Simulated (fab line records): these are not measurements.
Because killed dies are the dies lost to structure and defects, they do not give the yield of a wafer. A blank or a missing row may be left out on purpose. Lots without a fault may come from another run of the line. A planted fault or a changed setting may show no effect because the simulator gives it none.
fab line records + flow n5-finfet
record
- lots=5
- wafers=15
- last-day=17
route steps=1938 shown BEOL_M14@1750 PASSIVATION@1936
lots untouched by any fault: they come from a run of this same line in which no faults occurred
start-h: the number of hours between the record's first day and the start of the first shown wafer of the lot + wait-h: hours from the lot's prior step to this one + " as in the row above + L1.1+2: a row that stands for several wafers + - value missing, or start not given + * or withheld: withheld + < > ~ a bound
route shown NAME@n: a module of which the file shows steps, and the number in the route of the first + usual: mean and standard deviation over wafers with no fault + same: alike in all rows + chamber/n: place in a boat + sites: each site's reading + _std_site: the values' standard deviation + _edge_site: mean of outer sites minus mean of inner sites + radius-mm: how far each site lies from the wafer's centre + mask NAME#n: copy n + behind: the most recent tool/chamber to have shaped the wafer + hold: reason for holding the lot/hours on hold/outcome of the hold + device: the transistor (n, p or np) that didn't switch + end of line: the route-end tests of the same wafers + a step without rows: its recipe alone + killed: not the wafer's yield, but the dies lost to structure and defects at the first sort + map: shows each die of a wafer: x if killed, . if not, _ if none is there
set.NAME: the setting that was run; set.NAME@STEP: the one run at that earlier step + model.NAME: the simulator's own value behind a step, which no gauge read
lots at some steps of the route; a table a step, a row a wafer
services: a tool's chamber out of use, with start hour (start-h, from the record's first day; less than 0 if before it), hours out, and reason
## steps
# step N5_BEOL_M14_ETCH_67
# recipe
- chemistry=CF4
- target=SiARC
- target-depth-a=1430
- time-s=238.3
- ion-energy-ev=80
- pressure-mtorr=40
- source-w=545
- bias-w=36
- Ar_flow_sccm=100
- cf4-flow-sccm=100
- ends=cleared
# step N5_BEOL_M14_ETCH_68
# recipe
- chemistry=N2/H2
- target=SOC
- mask-material=SiARC
- source-w=3000
- bias-w=350
- temp-c=40
- time-s=450
- ion-energy-ev=200
- pressure-mtorr=30
- n2-flow-sccm=200
- h2-flow-sccm=200
# usual
- drypump-motor-current-A=5.57/0.3
- oes-product-au=0.81/0.08
- rf-vpp-V=523.2/2.4
- showerhead-plenum-p-Torr=2.52/0.089
- throttle-valve-pct=17.8/0.32
| lot.wafer | tool        | chamber | start-h | wait-h | drypump-motor-current-A | oes-product-au | rf-hours-counter-h | rf-vpp-V | showerhead-plenum-p-Torr | throttle-valve-pct |
|-----------|-------------|---------|---------|--------|-------------------------|----------------|--------------------|----------|--------------------------|--------------------|
| L802.1    | rie-diel-02 | 0       | 251.55  | 0.1    | 5.69                    | 0.69           | 237                | 519.0    | 2.44                     | 18.4               |
| L802.4    | "           | 1       | "       | "      | 5.19                    | 0.74           | 156                | 520.9    | 2.44                     | 18.3               |
| L802.5    | "           | 0       | "       | "      | 5.70                    | 0.69           | -                  | 519.3    | 2.44                     | 18.4               |
| L806.1    | rie-diel-02 | 0       | 273.75  | 0.1    | 5.70                    | 0.69           | 244                | 519.7    | 2.44                     | 18.4               |
| L806.3    | "           | 3       | "       | "      | 5.74                    | 0.87           | 45                 | 522.4    | 2.51                     | 18.0               |
| L806.5    | "           | 3       | "       | "      | 5.76                    | 0.86           | -                  | 520.9    | 2.51                     | 17.9               |
| L815.1    | rie-diel-03 | 0       | 333.87  | 0.1    | 5.09                    | 0.86           | 34                 | 525.2    | 2.60                     | 17.3               |
| L815.3    | "           | 3       | "       | "      | 5.89                    | 0.71           | 221                | 523.1    | 2.51                     | 17.8               |
| L815.4    | "           | 1       | "       | "      | 5.23                    | 0.74           | 172                | 520.0    | 2.40                     | 17.6               |
| L821.3    | rie-diel-02 | 2       | 366.33  | 0.1    | 5.69                    | 0.87           | 29                 | 522.5    | 2.48                     | 17.7               |
| L821.5    | "           | 2       | "       | "      | 5.66                    | 0.88           | -                  | 523.4    | 2.48                     | 17.7               |
| L821.6    | "           | 1       | "       | "      | 5.22                    | 0.70           | -                  | 522.1    | 2.43                     | 18.4               |
| L822.2    | rie-diel-03 | 1       | 380.19  | 0.1    | 5.23                    | 0.73           | 188                | 521.4    | 2.39                     | 17.6               |
| L822.3    | "           | 0       | "       | "      | 5.08                    | 0.84           | 51                 | 525.6    | 2.59                     | 17.4               |
| L822.4    | "           | 3       | "       | "      | 5.92                    | 0.69           | 238                | 523.0    | 2.50                     | 17.8               |
# step N5_BEOL_M14_STRIP_69
# recipe
- chemistry=N2/H2
- temp-c=40
- n2-flow-sccm=200
- h2-flow-sccm=200
- rf-frequency-hz=6e+07
# step N5_BEOL_M14_TRENCH_ETCH_34
# recipe
- chemistry=C4F8/O2/Ar
- target=SiO2
- target-depth-a=5566.5
- mask-material=SOC
- he-inner-torr=15
- he-outer-torr=30
- time-s=126.9
- ion-energy-ev=800
- pressure-mtorr=20
- source-w=1905
- bias-w=2040
- Ar_flow_sccm=400
- C4F8_flow_sccm=16
- O2_flow_sccm=12
# usual
- drypump-motor-current-A=5.57/0.3
- oes-product-au=0.80/0.085
- rf-vpp-V=2220/54
- showerhead-plenum-p-Torr=3.40/0.11
- throttle-valve-pct=30.8/0.4
| lot.wafer | tool        | chamber | start-h | wait-h | drypump-motor-current-A | oes-product-au | rf-hours-counter-h | rf-vpp-V | showerhead-plenum-p-Torr | throttle-valve-pct |
|-----------|-------------|---------|---------|--------|-------------------------|----------------|--------------------|----------|--------------------------|--------------------|
| L802.1    | rie-diel-02 | 0       | 251.83  | 0.0    | 5.69                    | 0.69           | 237                | 2104     | 3.24                     | 31.0               |
| L802.4    | "           | 1       | "       | "      | 5.25                    | 0.73           | 156                | 2292     | 3.34                     | 31.8               |
| L802.5    | "           | 0       | "       | "      | 5.69                    | 0.69           | -                  | 2105     | 3.24                     | 30.9               |
| L806.1    | rie-diel-02 | 0       | 274.03  | 0.0    | 5.67                    | 0.68           | 245                | 2104     | 3.24                     | 31.0               |
| L806.3    | "           | 3       | "       | "      | 5.78                    | 0.87           | 45                 | 2259     | 3.36                     | 31.0               |
| L806.5    | "           | 3       | "       | "      | 5.79                    | 0.87           | -                  | 2261     | 3.36                     | 31.0               |
| L815.1    | rie-diel-03 | 0       | 334.14  | 0.0    | 5.10                    | 0.87           | 34                 | 2250     | 3.51                     | 30.5               |
| L815.3    | "           | 3       | "       | "      | 5.96                    | 0.68           | 221                | 2171     | 3.37                     | 30.6               |
| L815.4    | "           | 1       | "       | "      | 5.23                    | 0.74           | 172                | 2262     | 3.27                     | 30.6               |
| L821.3    | rie-diel-02 | 2       | 366.61  | 0.0    | 5.68                    | 0.88           | 29                 | 2178     | 3.33                     | 30.6               |
| L821.5    | "           | 2       | "       | "      | 5.66                    | 0.87           | -                  | 2179     | 3.33                     | 30.6               |
| L821.6    | "           | 1       | "       | "      | 5.19                    | 0.70           | -                  | 2289     | 3.32                     | 31.9               |
| L822.2    | rie-diel-03 | 1       | 380.47  | 0.0    | 5.23                    | 0.73           | 188                | 2261     | 3.26                     | 30.6               |
| L822.3    | "           | 0       | "       | "      | 5.10                    | 0.85           | 51                 | 2249     | 3.50                     | 30.5               |
| L822.4    | "           | 3       | "       | "      | 5.92                    | 0.67           | 238                | 2171     | 3.36                     | 30.6               |
# step N5_BEOL_M14_STRIP_70
# recipe
- chemistry=C4F8/O2/Ar
- resist=SiARC
- rf-frequency-hz=6e+07
# step N5_BEOL_M14_OCD_MEAS_35
# usual
- trench-depth-nm=550/17
| lot.wafer | tool   | chamber | start-h | wait-h | trench-depth-nm |
|-----------|--------|---------|---------|--------|-----------------|
| L802.1    | ocd-02 | -       | 251.98  | 0.0    | 525             |
| L802.4    | "      | -       | "       | "      | 548             |
| L802.5    | "      | -       | "       | "      | 524             |
| L806.1    | ocd-01 | -       | 274.18  | 0.0    | 523             |
| L806.3    | "      | -       | "       | "      | 563             |
| L806.5    | "      | -       | "       | "      | 561             |
| L815.1    | ocd-01 | -       | 334.30  | 0.0    | 569             |
| L815.3    | "      | -       | "       | "      | 527             |
| L815.4    | "      | -       | "       | "      | 541             |
| L821.3    | ocd-02 | -       | 366.76  | 0.0    | 564             |
| L821.5    | "      | -       | "       | "      | 563             |
| L821.6    | "      | -       | "       | "      | 547             |
| L822.2    | ocd-02 | -       | 380.62  | 0.0    | 525             |
| L822.3    | "      | -       | "       | "      | 572             |
| L822.4    | "      | -       | "       | "      | 526             |
# step N5_BEOL_M14_STRIP_37
# recipe
- chemistry=O2
- power-w=600
- temp-c=60
- pressure-mtorr=30
- rf-frequency-hz=6e+07
- bias-power-w=0
- overash-fraction=0.3
- o2-flow-sccm=225
# step N5_BEOL_M14_ETCH_38
# recipe
- chemistry=CF4/N2
- target=SiCN
- target-depth-a=1065
- taper-deg=2
- time-s=120.6
- ion-energy-ev=150
- mask-material=SiO2
- pressure-mtorr=40
- source-w=430
- bias-w=70
- Ar_flow_sccm=100
- cf4-flow-sccm=60
- n2-flow-sccm=60
# step N5_BEOL_M14_PRECLEAN_39
# recipe
- chemistry=residue-remover
- time-s=60
- temp-c=40
# step N5_BEOL_M14_SRD_40
# recipe
- time-s=30
- temp-c=23
- rinse-liquid=diw
- dry=n2-spin
- spin-rpm=1500
- dry-time-s=30
# step N5_BEOL_M14_DEGAS_41
# recipe
- ambient=vacuum
- temp-c=300
- time-s=60
# usual
- heater-power-w=462/25
| lot.wafer | tool           | chamber | start-h | wait-h | heater-power-w |
|-----------|----------------|---------|---------|--------|----------------|
| L802.1    | pvd-sputter-02 | -       | 254.37  | 0.2    | 465            |
| L802.4    | "              | -       | "       | "      | 428            |
| L802.5    | "              | -       | "       | "      | 487            |
| L806.1    | pvd-sputter-02 | -       | 275.07  | 0.6    | 463            |
| L806.3    | "              | -       | "       | "      | 479            |
| L806.5    | "              | -       | "       | "      | 450            |
| L815.1    | pvd-sputter-02 | -       | 336.76  | 0.4    | 475            |
| L815.3    | "              | -       | "       | "      | 478            |
| L815.4    | "              | -       | "       | "      | 473            |
| L821.3    | pvd-sputter-03 | -       | 368.92  | 0.4    | 464            |
| L821.5    | "              | -       | "       | "      | 435            |
| L821.6    | "              | -       | "       | "      | 457            |
| L822.2    | pvd-sputter-03 | -       | 382.42  | 0.2    | 465            |
| L822.3    | "              | -       | "       | "      | 493            |
| L822.4    | "              | -       | "       | "      | 427            |
# step N5_BEOL_M14_PRE_CLEAN_42
# recipe
- gas=H2/He
- time-s=30
- temp-c=300
# usual
- heater-power-w=462/26
| lot.wafer | tool           | chamber | start-h | wait-h | heater-power-w |
|-----------|----------------|---------|---------|--------|----------------|
| L802.1    | pvd-sputter-02 | -       | 254.41  | 0.0    | 459            |
| L802.4    | "              | -       | "       | "      | 442            |
| L802.5    | "              | -       | "       | "      | 487            |
| L806.1    | pvd-sputter-02 | -       | 275.11  | 0.0    | 464            |
| L806.3    | "              | -       | "       | "      | 490            |
| L806.5    | "              | -       | "       | "      | 461            |
| L815.1    | pvd-sputter-02 | -       | 336.80  | 0.0    | 482            |
| L815.3    | "              | -       | "       | "      | 459            |
| L815.4    | "              | -       | "       | "      | 462            |
| L821.3    | pvd-sputter-03 | -       | 368.96  | 0.0    | 472            |
| L821.5    | "              | -       | "       | "      | 428            |
| L821.6    | "              | -       | "       | "      | 464            |
| L822.2    | pvd-sputter-03 | -       | 382.46  | 0.0    | 456            |
| L822.3    | "              | -       | "       | "      | 501            |
| L822.4    | "              | -       | "       | "      | 429            |
# step N5_BEOL_M14_SPUTTER_43
# recipe
- material=TaN
- target-thk-a=150
- temp-c=50
- bias-v=168.6
- power-w=15000
- chamber-pressure-pa=0.12
- time-s=24.19
# usual
- throttle-valve-pct=29.8/0.74
| lot.wafer | tool           | chamber | start-h | wait-h | throttle-valve-pct | model.TaN_of_BEOL_M14_SPUTTER_43.thk-nm |
|-----------|----------------|---------|---------|--------|--------------------|-----------------------------------------|
| L802.1    | pvd-sputter-02 | -       | 254.45  | 0.0    | 29.6               | 15.2                                    |
| L802.4    | "              | -       | "       | "      | 30.1               | 14.8                                    |
| L802.5    | "              | -       | "       | "      | 28.6               | 14.6                                    |
| L806.1    | pvd-sputter-02 | -       | 275.15  | 0.0    | 29.3               | 15.2                                    |
| L806.3    | "              | -       | "       | "      | 28.4               | 14.4                                    |
| L806.5    | "              | -       | "       | "      | 29.4               | 15                                      |
| L815.1    | pvd-sputter-02 | -       | 336.84  | 0.0    | 28.6               | 9.6                                     |
| L815.3    | "              | -       | "       | "      | 30.5               | 15.4                                    |
| L815.4    | "              | -       | "       | "      | 29.3               | 15.4                                    |
| L821.3    | pvd-sputter-03 | -       | 369.00  | 0.0    | 30.4               | 15                                      |
| L821.5    | "              | -       | "       | "      | 29.4               | 15                                      |
| L821.6    | "              | -       | "       | "      | 30.4               | 15                                      |
| L822.2    | pvd-sputter-03 | -       | 382.50  | 0.0    | 30.7               | 15                                      |
| L822.3    | "              | -       | "       | "      | 31.0               | 15                                      |
| L822.4    | "              | -       | "       | "      | 29.3               | 15.2                                    |
# step N5_BEOL_M14_SPUTTER_44
# recipe
- material=Ta
- target-thk-a=150
- temp-c=50
- bias-v=80
- power-w=15000
- chamber-pressure-pa=0.07
- time-s=24.19
# step N5_BEOL_M14_SPUTTER_45
# recipe
- material=Cu
- target-thk-a=1000
- temp-c=-20
- bias-v=60
- power-w=26000
- chamber-pressure-pa=0.13
- time-s=16.67
# step N5_BEOL_M14_ECD_47
# recipe
- material=Cu
- target-thk-a=12480
# step N5_BEOL_M14_ANNEAL_48
# recipe
- temp-c=225
- time-s=90
- ambient=N2
# usual
- wafer_temp_C_max=225.90/0.27
| lot.wafer | tool          | chamber | start-h | wait-h | wafer_temp_C_max |
|-----------|---------------|---------|---------|--------|------------------|
| L802.1    | rtp-anneal-02 | 0       | 254.92  | 0.1    | 225.59           |
| L802.4    | "             | 0       | "       | "      | 225.84           |
| L802.5    | "             | 0       | "       | "      | 225.93           |
| L806.1    | rtp-anneal-02 | 0       | 275.61  | 0.1    | 225.64           |
| L806.3    | "             | 0       | "       | "      | 225.70           |
| L806.5    | "             | 0       | "       | "      | 225.68           |
| L815.1    | rtp-anneal-02 | 0       | 337.31  | 0.1    | 225.65           |
| L815.3    | "             | 0       | "       | "      | 225.62           |
| L815.4    | "             | 0       | "       | "      | 225.58           |
| L821.3    | rtp-anneal-01 | 0       | 369.56  | 0.2    | 225.97           |
| L821.5    | "             | 0       | "       | "      | 225.60           |
| L821.6    | "             | 0       | "       | "      | 226.17           |
| L822.2    | rtp-anneal-01 | 0       | 383.20  | 0.3    | 225.60           |
| L822.3    | "             | 0       | "       | "      | 226.09           |
| L822.4    | "             | 0       | "       | "      | 226.37           |
# step N5_BEOL_M14_CMP_49
# recipe
- stop-on=SiO2
- t-overpolish-s=5.2
- down-force-psi=2
- platen-rpm=80
- clearing-platen-down-force-psi=2
- clearing-platen-rpm=80
- post-cmp-clean=cu-alkaline
- target-thk-nm=560
- clearing-platen-pad-velocity-m-s=1.5917
- pad-velocity-m-s=1.5917
# usual
- barrier-field-endpoint-s=11.3/0.42
- motor-current-A=8.2/0.8
| lot.wafer | tool   | chamber | start-h | wait-h | barrier-field-endpoint-s | motor-current-A |
|-----------|--------|---------|---------|--------|--------------------------|-----------------|
| L802.4    | cmp-02 | 0       | 255.21  | 0.1    | 11.2                     | 7.7             |
| L802.1    | "      | 2       | "       | "      | 11.1                     | 7.6             |
| L802.5    | "      | 1       | "       | "      | 10.7                     | 8.3             |
| L806.3    | cmp-02 | 2       | 275.95  | 0.2    | 10.8                     | 7.6             |
| L806.1    | "      | 3       | "       | "      | 11.8                     | 7.6             |
| L806.5    | "      | 2       | "       | "      | 11.2                     | 7.1             |
| L815.1    | cmp-01 | 0       | 337.61  | 0.3    | 9.4                      | 8.3             |
| L815.3    | "      | 2       | "       | "      | 11.7                     | 8.9             |
| L815.4    | "      | 3       | "       | "      | 11.8                     | 8.5             |
| L821.3    | cmp-01 | 1       | 369.76  | 0.2    | 11.3                     | 9.0             |
| L821.5    | "      | 1       | "       | "      | 11.3                     | 9.1             |
| L821.6    | "      | 2       | "       | "      | 12.0                     | 9.1             |
| L822.3    | cmp-03 | 0       | 383.45  | 0.2    | 11.2                     | 7.9             |
| L822.4    | "      | 1       | "       | "      | 11.1                     | 7.1             |
| L822.2    | "      | 3       | "       | "      | 11.2                     | 8.9             |
# step N5_BEOL_M14_THK_MEAS_50
# recipe
- thk-meas-gauge=xrf
- reads=Cu_of_BEOL_M14_ECD_47
# usual
- M14_THK=566/19
| lot.wafer | tool          | chamber | start-h | wait-h | M14_THK[nm] |
|-----------|---------------|---------|---------|--------|-------------|
| L802.1    | film-metro-01 | -       | 255.51  | -      | 545         |
| L802.4    | "             | -       | "       | "      | 570         |
| L802.5    | "             | -       | "       | "      | 542         |
| L806.1    | film-metro-02 | -       | 276.21  | -      | 538         |
| L806.3    | "             | -       | "       | "      | 575         |
| L806.5    | "             | -       | "       | "      | 576         |
| L815.1    | film-metro-01 | -       | 337.90  | -      | 595         |
| L815.3    | "             | -       | "       | "      | 547         |
| L815.4    | "             | -       | "       | "      | 560         |
| L821.3    | film-metro-02 | -       | 370.06  | -      | 575         |
| L821.5    | "             | -       | "       | "      | 573         |
| L821.6    | "             | -       | "       | "      | 560         |
| L822.2    | film-metro-02 | -       | 383.75  | -      | 542         |
| L822.3    | "             | -       | "       | "      | 587         |
| L822.4    | "             | -       | "       | "      | 535         |
# step N5_PASSIVATION_PROBE_49
# usual
- defect-limited-yield=91.4/1.4
- killed_at_M0_to_M3=34/8.9
- killed_at_M4_up=13/4.6
- killed-at-contacts=12/5.5
- killed-at-front-end=41/11
- killed-at-other=3.1/2.9
- killed-dies=102/16
- killed-open=66/11
- killed-short=34/7.6
- sort_bin_4_leakage=0.01/0.14
- sort_bin_5_function=5.1/0.89
- sort_bin_6_memory=3.2/0.61
- sort_bin_8_speed=0.02/0.12
- sort-n-pass=1078/16
# same
- gross-dies=1180
- killed-at-back-side=0
| lot.wafer | tool      | chamber | start-h | wait-h | defect-limited-yield[%] | killed_at_M0_to_M3 | killed_at_M4_up | killed-at-contacts | killed-at-front-end | killed-at-other | killed-dies | killed-open | killed-short | sort_bin_4_leakage[%] | sort_bin_5_function[%] | sort_bin_6_memory[%] | sort_bin_8_speed[%] | sort-n-pass |
|-----------|-----------|---------|---------|--------|-------------------------|--------------------|-----------------|--------------------|---------------------|-----------------|-------------|-------------|--------------|-----------------------|------------------------|----------------------|---------------------|-------------|
| L806.1    | prober-01 | -       | 297.23  | 0.0    | 92.0                    | 25                 | 14              | 4                  | 44                  | 7               | 94          | 57          | 35           | 0                     | 4.8                    | 2.6                  | 0                   | 1086        |
| L806.3    | prober-01 | -       | 297.33  | 0.1    | 91.5                    | 32                 | 13              | 12                 | 40                  | 3               | 100         | 64          | 35           | 0                     | 4.9                    | 3.4                  | 0.08                | 1080        |
| L806.5    | prober-01 | -       | 297.43  | 0.2    | 91.3                    | 28                 | 18              | 15                 | 41                  | 1               | 103         | 62          | 39           | 0                     | 5.4                    | 3.1                  | 0                   | 1077        |
| L815.1    | prober-02 | -       | 358.08  | 0.0    | 90.8                    | 31                 | 16              | 5                  | 50                  | 6               | 108         | 73          | 35           | 0                     | 5.8                    | 3.2                  | 0                   | 1072        |
| L815.3    | prober-02 | -       | 358.18  | 0.1    | 89.5                    | 24                 | 15              | 13                 | 53                  | 19              | 124         | 80          | 44           | 0                     | 6.1                    | 4.3                  | 0                   | 1056        |
| L815.4    | prober-02 | -       | 358.23  | 0.2    | 91.6                    | 27                 | 13              | 10                 | 47                  | 2               | 99          | 73          | 26           | 0                     | 5.3                    | 3.1                  | 0                   | 1081        |
# killed by level:class
L806.1 GATE_CUT:geometric-particle:open=10 GATE_CUT:geometric-particle:short=9 BEOL_M4:geometric-particle:open=6 FIN_SAQP:geometric-particle:short=5 STI_FIN_REVEAL:geometric-particle:open=5 BEOL_M0_SAQP:geometric-particle:open=5 BEOL_M3:geometric-particle:open=5 FIN_SAQP:geometric-particle:open=4
L806.3 STI_FIN_REVEAL:geometric-particle:open=12 BEOL_M0_SAQP:geometric-particle:open=10 MOL_CONTACT_COAG:geometric-particle:open=9 BEOL_M0_SAQP:geometric-particle:short=9 STI_FIN_REVEAL:geometric-particle:short=6 BEOL_M2:geometric-particle:open=5 FIN_SAQP:geometric-particle:short=4 GATE_CUT:geometric-particle:short=4
L806.5 MOL_CONTACT_COAG:geometric-particle:open=12 STI_FIN_REVEAL:geometric-particle:open=11 BEOL_M0_SAQP:geometric-particle:open=10 GATE_CUT:geometric-particle:short=9 BEOL_M4:geometric-particle:open=9 BEOL_M0_SAQP:geometric-particle:short=8 FIN_SAQP:geometric-particle:open=6 FIN_SAQP:geometric-particle:short=6
L815.1 BEOL_M0_SAQP:geometric-particle:short=11 STI_FIN_REVEAL:geometric-particle:open=11 DUMMY_GATE:geometric-particle:open=11 BEOL_M0_SAQP:geometric-particle:open=11 FIN_SAQP:geometric-particle:short=7 STARTING-WAFER:geometric-particle:open=6 STI_FIN_REVEAL:geometric-particle:short=5 BEOL_M7:geometric-particle:open=5
L815.3 STI_FIN_REVEAL:geometric-particle:open=15 DUMMY_GATE:geometric-particle:open=7 MOL_CONTACT_COAG:geometric-particle:short=7 BEOL_M0_SAQP:geometric-particle:short=7 MOL_CONTACT_COAG:geometric-particle:open=6 BEOL_M3:geometric-particle:open=6 MIM_TOP_ETCH:geometric-particle:open=6 FIN_SAQP:geometric-particle:short=5
L815.4 DUMMY_GATE:geometric-particle:open=15 BEOL_M0_SAQP:geometric-particle:open=10 STI_FIN_REVEAL:geometric-particle:open=8 MOL_CONTACT_COAG:geometric-particle:open=8 GATE_CUT:geometric-particle:short=7 BEOL_M0_SAQP:geometric-particle:short=6 FIN_SAQP:geometric-particle:short=5 BEOL_M3:geometric-particle:open=5
## services
| tool           | chamber | start-h | hours | kind                          |
|----------------|---------|---------|-------|-------------------------------|
| rie-diel-03    | 2       | 228.06  | 8.4   | repair                        |
| cmp-03         | -       | 241.11  | 14.1  | pm                            |
| cmp-02         | -       | 244.64  | 4.0   | pm                            |
| rie-diel-02    | 0       | 246.25  | 4.4   | repair                        |
| cmp-01         | -       | 272.34  | 2.0   | repair                        |
| rie-diel-02    | 2       | 277.61  | -     | clean                         |
| rie-diel-02    | 2       | 277.61  | -     | consumable-replace:focus-ring |
| rie-diel-02    | 2       | 277.61  | 20.2  | scheduled-down                |
| rie-diel-02    | 2       | 277.61  | 20.2  | vent-cycle                    |
| cmp-02         | -       | 277.85  | 2.9   | repair                        |
| rtp-anneal-02  | -       | 285.43  | 1.1   | pm                            |
| cmp-02         | -       | 290.07  | 2.5   | repair                        |
| rie-diel-02    | 0       | 300.60  | -     | clean                         |
| rie-diel-02    | 0       | 300.60  | -     | consumable-replace:focus-ring |
| rie-diel-02    | 0       | 300.60  | -     | consumable-replace:showerhead |
| cmp-01         | -       | 307.40  | 6.7   | repair                        |
| rie-diel-03    | -       | 308.90  | 0.2   | repair                        |
| cmp-03         | -       | 316.07  | 4.0   | pm                            |
| cmp-02         | -       | 321.75  | 4.9   | repair                        |
| rtp-anneal-02  | -       | 337.94  | 7.2   | pm                            |
| rie-diel-03    | 2       | 339.80  | 2.8   | repair                        |
| cmp-03         | -       | 353.00  | 1.2   | repair                        |
| pvd-sputter-03 | -       | 381.22  | 0.7   | repair                        |
| rie-diel-02    | 0       | 382.58  | 4.9   | repair                        |
## key
first-sign
- step=N5_BEOL_M14_CMP_49
- reading=barrier-field-endpoint-s
- direction=down
- sigmas=4.6
- usual=11.3
- struck=9.4
effect none on later readings
model-effect
- step=N5_BEOL_M14_SPUTTER_43
- value=TaN_of_BEOL_M14_SPUTTER_43.thk-nm
- without=14.8
- struck=9.6
met-at N5_BEOL_M14_SPUTTER_43
struck-wafers L815.1
onset-between 275.15 336.84
fault
- kind=process-parameter-drift
- tool=pvd-sputter-02
- chamber=-
- onset-h=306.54
- steps=N5_BEOL_M14_SPUTTER_43
- channel=time-s
- offset=*
- shape=step
- end-h=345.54
- acts-in=*
- stated=*
- scope=struck-wafers-only
